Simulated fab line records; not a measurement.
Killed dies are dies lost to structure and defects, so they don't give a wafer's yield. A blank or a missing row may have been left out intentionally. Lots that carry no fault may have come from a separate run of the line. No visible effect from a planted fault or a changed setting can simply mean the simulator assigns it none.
What tool caused it? -- flow n5-finfet -- 32 wafers from 11 lots sampled at 5 of the route's 1938 steps

## WHAT THE GAUGES READ, wafer by wafer
N5_START_INSPECT_01: inspects for defects (unpatterned scan). Usual: 5.9 for raw-defect-count, sd 2.5.
lot,measured,on,raw-defect-count,flag
L631,day 1 18:02,defect-inspect-02,8 8 7,
L632,day 2 00:02,defect-inspect-01,11 10 10,
L635,day 2 18:02,defect-inspect-02,4 3 7,
L636,day 3 00:02,defect-inspect-02,7 5 2,
L638,day 3 12:02,defect-inspect-01,5 5 8,
L643,day 4 18:02,defect-inspect-02,9 4 6,
L647,day 5 18:02,defect-inspect-01,7 6 7,
L648,day 6 00:02,defect-inspect-02,4 6 3,
L649,day 6 06:02,defect-inspect-02,8 13 5,
L652,day 7 00:02,defect-inspect-02,6 5 7,
L653,day 7 06:02,defect-inspect-01,6 4,

N5_ZERO_LAYER_CD_MEAS_11: target cd 2000 nm. Usual: 1999.3 nm for cd-nm, sd 2.6.
lot,measured,on,cd-nm (nm),flag
L631,day 1 18:38,cd-sem-03,2000.5 1999.6 1997.0,
L632,day 2 00:38,cd-sem-02,1998.9 2000.6 2001.8,
L635,day 2 18:46,cd-sem-01,1998.5 1997.2 1996.9,
L636,day 3 00:46,cd-sem-02,2001.1 1999.3 2001.8,
L638,day 3 12:38,cd-sem-01,1994.9 1994.9 1998.4,
L643,day 4 18:38,cd-sem-01,2002.5 1998.9 2001.7,
L647,day 5 18:46,cd-sem-01,2001.2 2001.3 2003.0,
L648,day 6 00:57,cd-sem-03,2002.8 2004.6 2003.0,
L649,day 6 06:38,cd-sem-01,1997.5 2002.9 2002.1,
L652,day 7 00:47,cd-sem-01,1996.6 1999.3 1997.5,
L653,day 7 06:40,cd-sem-03,1995.5 1997.1,

N5_BEOL_M4_RC_MEAS_101. Usual: CJ_P 5.8, standard deviation 0.3; DIBL_N 36.0 mV/V, standard deviation 2.5; DIBL_P 36.2 mV/V, standard deviation 3; IOFF_N 0.16 nA/um, standard deviation 0.044; IOFF_P 0.21 nA/um, standard deviation 0.049; ION_N 671 uA/um, standard deviation 15; ION_P 461 uA/um, standard deviation 8.7; SS_N 71.5 mV/dec, standard deviation 0.72; SS_P 73.4 mV/dec, standard deviation 0.9; VT_N 251 mV, standard deviation 4.4; VT_P -250 mV, standard deviation 4.
lot,measured,on,CJ_P,DIBL_N (mV/V),DIBL_P (mV/V),IOFF_N (nA/um),IOFF_P (nA/um),ION_N (uA/um),ION_P (uA/um),SS_N (mV/dec),SS_P (mV/dec),VT_N (mV),VT_P (mV),flag
L631,day 8 21:15,prober-02,6.2 5.8 6.3,34.6 33.6 33.5,36.4 35.3 35.5,0.13 0.13 0.13,0.19 0.17 0.18,652 660 652,449 452 447,71.9 71.7 72.0,73.2 73.2 73.0,254 253 254,-252 -253 -255,
L632,day 8 21:51,prober-01,5.6 6.3 6.0,39.1 36.2 35.8,39.3 36.5 34.4,0.23 0.17 0.16,0.27 0.23 0.20,683 688 659,463 468 451,73.2 71.3 71.9,74.2 73.4 73.2,247 248 249,-246 -248 -248,
L635,day 9 23:16,prober-02,4.3 4.3 4.4,41.4 38.8 39.2,42.0 39.5 39.8,0.26 0.19 0.20,0.30 0.25 0.25,697 673 690,467 459 469,72.5 73.0 72.9,75.0 74.3 75.1,245 247 248,-246 -248 -250,OFF
L636,day 10 03:35,prober-01,5.5 5.1 5.6,36.4 34.6 35.0,36.8 33.4 35.4,0.15 0.11 0.12,0.20 0.16 0.20,678 653 669,464 452 468,71.5 70.4 71.6,73.5 72.5 72.8,252 255 255,-251 -253 -252,
L638,day 10 06:41,prober-01,4.7 4.9 4.5,34.1 36.0 37.1,32.8 35.6 37.9,0.11 0.13 0.15,0.16 0.17 0.22,661 658 654,455 451 457,70.8 71.4 72.1,73.2 73.9 74.4,259 255 251,-258 -257 -253,OFF
L643,day 11 18:24,prober-01,5.9 6.0 5.3,36.0 36.6 35.9,36.7 38.2 35.8,0.15 0.17 0.15,0.22 0.24 0.19,671 686 658,461 471 450,71.7 71.6 72.3,73.2 74.0 73.3,252 250 254,-247 -244 -253,
L647,day 13 13:41,prober-02,6.1 5.4 5.6,36.5 40.5 36.9,36.2 40.6 37.0,0.14 0.22 0.14,0.20 0.27 0.22,670 674 665,456 460 464,71.0 72.4 71.9,73.2 74.5 74.0,250 246 253,-254 -248 -250,
L648,day 12 21:49,prober-01,6.1 5.8 5.9,35.9 34.4 36.0,37.7 35.8 37.3,0.18 0.14 0.18,0.26 0.22 0.24,676 655 677,469 460 469,71.0 70.9 72.3,73.7 73.8 73.8,248 255 248,-244 -248 -247,
L649,day 12 22:44,prober-01,5.7 6.0 6.2,33.0 32.5 35.2,31.1 31.6 35.9,0.10 0.10 0.14,0.15 0.15 0.21,653 643 668,454 447 456,71.0 70.5 71.3,71.9 72.3 73.8,258 259 250,-255 -253 -251,
L652,day 13 20:39,prober-01,6.2 5.8 6.2,40.1 36.2 37.9,40.6 35.1 37.6,0.25 0.13 0.19,0.31 0.19 0.25,689 651 675,470 453 463,73.0 71.1 71.8,74.3 73.0 73.6,245 255 246,-242 -252 -246,
L653,day 14 06:51,prober-02,6.3 5.7,37.1 34.0,38.2 34.5,0.17 0.12,0.21 0.16,685 675,470 460,71.1 70.8,74.5 73.5,253 252,-253 -258,

## TOOL THAT RAN EACH LOT (tool first, then ch and the chambers of the sampled wafers, then the start)
lot,N5_WELL_APT_IMPLANT_15,N5_WELL_APT_EPI_41
L631,"implanter-02 ch 0, day 1 20:04","epi-rpcvd-04 ch 0, day 1 21:55"
L632,"implanter-02 ch 0, day 2 02:03","epi-rpcvd-03 ch 0, day 2 04:17"
L635,"implanter-02 ch 0, day 2 20:14","epi-rpcvd-01 ch 0, day 2 22:08"
L636,"implanter-01 ch 0, day 3 02:16","epi-rpcvd-04 ch 0, day 3 04:40"
L638,"implanter-02 ch 0, day 3 14:06","epi-rpcvd-01 ch 0, day 3 16:11"
L643,"implanter-01 ch 0, day 4 19:55","epi-rpcvd-01 ch 0, day 4 22:11"
L647,"implanter-02 ch 0, day 5 20:03","epi-rpcvd-04 ch 0, day 5 22:13"
L648,"implanter-02 ch 0, day 6 02:14","epi-rpcvd-01 ch 0, day 6 04:13"
L649,"implanter-01 ch 0, day 6 08:23","epi-rpcvd-03 ch 0, day 6 10:26"
L652,"implanter-02 ch 0, day 7 02:35","epi-rpcvd-01 ch 0, day 7 05:11"
L653,"implanter-02 ch 0, day 7 08:18","epi-rpcvd-03 ch 0, day 7 10:43"
- N5_WELL_APT_IMPLANT_15
- N5_WELL_APT_EPI_41: deposits Si from SiH4/H2, target thk 50 nm, time 297.7 s.

## WHAT THE TOOLS THEMSELVES READ (means of the sampled wafers that have a number; where no wafer has one, the mark that the record gives instead)
N5_WELL_APT_IMPLANT_15. Usual: dose-ions-cm2 1.5e+13, standard deviation 1.5e+10; faraday-current-uA 191, standard deviation 3.5; rotation-deg 0.005 degrees, standard deviation 0.016.
lot,tool,dose-ions-cm2,faraday-current-uA,rotation-deg (degrees),flag
L631,implanter-02,1.5e+13,191,-0.019,
L632,implanter-02,1.5e+13,188,-0.004,
L635,implanter-02,9.4e+12,118,0.013,OFF
L636,implanter-01,1.5e+13,192,0.006,
L638,implanter-02,9.4e+12,120,-0.005,OFF
L643,implanter-01,1.5e+13,194,0.009,
L647,implanter-02,1.5e+13,189,-0.001,
L648,implanter-02,1.5e+13,191,0.007,
L649,implanter-01,1.5e+13,191,0.022,
L652,implanter-02,1.5e+13,188,-0.009,
L653,implanter-02,1.5e+13,193,0.022,

N5_WELL_APT_EPI_41. Usual: 11.39 % for throttle-valve-pct, sd 0.14.
lot,tool,throttle-valve-pct (%),flag
L631,epi-rpcvd-04,11.38,
L632,epi-rpcvd-03,11.51,
L635,epi-rpcvd-01,11.38,
L636,epi-rpcvd-04,11.36,
L638,epi-rpcvd-01,11.38,
L643,epi-rpcvd-01,11.49,
L647,epi-rpcvd-04,11.34,
L648,epi-rpcvd-01,11.45,
L649,epi-rpcvd-03,11.41,
L652,epi-rpcvd-01,11.38,
L653,epi-rpcvd-03,11.36,

## THE ANSWER, worked out from the rows above alone
Rule: take the mean of a lot's wafers that have a number; if it is more than 3 standard deviations from the usual mean, the lot is off. A lot without any number at a reading at which 4 lots or more have one is off too. Where the step has rows for the other lots, those lots are counted as sound. After the gauges, taken in route order, come the tools' own readings; for these a lot's mean is taken, as printed above. The first step at which some lot is off is used, and at that step the reading that is off furthest; a lot without a number counts as furthest.
Off: L635, L638, at N5_BEOL_M4_RC_MEAS_101 (CJ_P).
If a tool, at a process step before that reading, ran all the lots that are off and no sound lot after the first of them, it fits. Not tried: the gauges at N5_BEOL_M4_RC_MEAS_101; whatever is off there is also off at N5_WELL_APT_IMPLANT_15, on other tools, and gauge error can't account for it. No candidate that was tried fits.

## WHAT WAS PUT IN BY THE SIMULATOR
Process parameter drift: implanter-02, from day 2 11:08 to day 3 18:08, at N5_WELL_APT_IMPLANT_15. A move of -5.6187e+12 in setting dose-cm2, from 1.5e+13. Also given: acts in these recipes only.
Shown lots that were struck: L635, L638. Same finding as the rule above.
